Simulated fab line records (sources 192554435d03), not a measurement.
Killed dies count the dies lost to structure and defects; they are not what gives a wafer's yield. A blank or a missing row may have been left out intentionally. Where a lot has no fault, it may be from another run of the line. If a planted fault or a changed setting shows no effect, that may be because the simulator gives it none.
Chamber matching | flow n5 finfet | N5_BEOL_M2_PECVD_72 on pecvd-01 has 3 sister chambers
The step deposits SiO2 from TEOS/O2, target thk 16 nm, time 18 s. 6 wafers are shown with their chamber, then 7 later ones without.

## WAFERS PAIRED WITH THEIR CHAMBERS
wafer  | chamber | throttle valve pct (%) | showerhead plenum p Torr (Torr)
L620.5 | 0       | 25.2                   | 8.71
L620.6 | 1       | 22.9                   | 8.85
L626.3 | 0       | 25.1                   | 8.71
L626.4 | 2       | 22.7                   | 8.79
L628.2 | 1       | 22.6                   | 8.82
L628.5 | 2       | 23.1                   | 8.81

## WAFERS MISSING THEIR CHAMBER
wafer  | throttle valve pct (%) | showerhead plenum p Torr (Torr)
L628.6 | 22.7                   | 8.84
L627.3 | 22.7                   | 8.81
L627.4 | 22.7                   | 8.82
L627.6 | 25.0                   | 8.73
L629.1 | 25.2                   | 8.74
L629.2 | 22.7                   | 8.82
L629.3 | 23.0                   | 8.82

## CHAMBER TAKEN BY EACH
wafer  | from the rows above     | in truth
L628.6 | 1                       | 1
L627.3 | can't be placed: 2 or 1 | 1
L627.4 | can't be placed: 1 or 2 | 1
L627.6 | 0                       | 0
L629.1 | 0                       | 0
L629.2 | can't be placed: 1 or 2 | 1
L629.3 | can't be placed: 2 or 1 | 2
Placed correctly: 3 of 7. Can't be placed from these rows: 4 (the true chamber is among the candidates in 4). Placed wrongly: 0.
How it was worked out, from the rows above alone: a wafer's distance from a chamber is the root of the sum, over the readings, of the square of ((its reading less the chamber's mean) divided by the reading's scatter). If the next closest chamber is less than 2 further off than the closest, the wafer can't be placed; otherwise it belongs to the closest. For every chamber, the mean is computed from those of its wafers that are shown. The scatter: take each reading less its chamber's mean, square it, sum over the shown wafers, divide by the number of wafers less the number of chambers, and take the root.
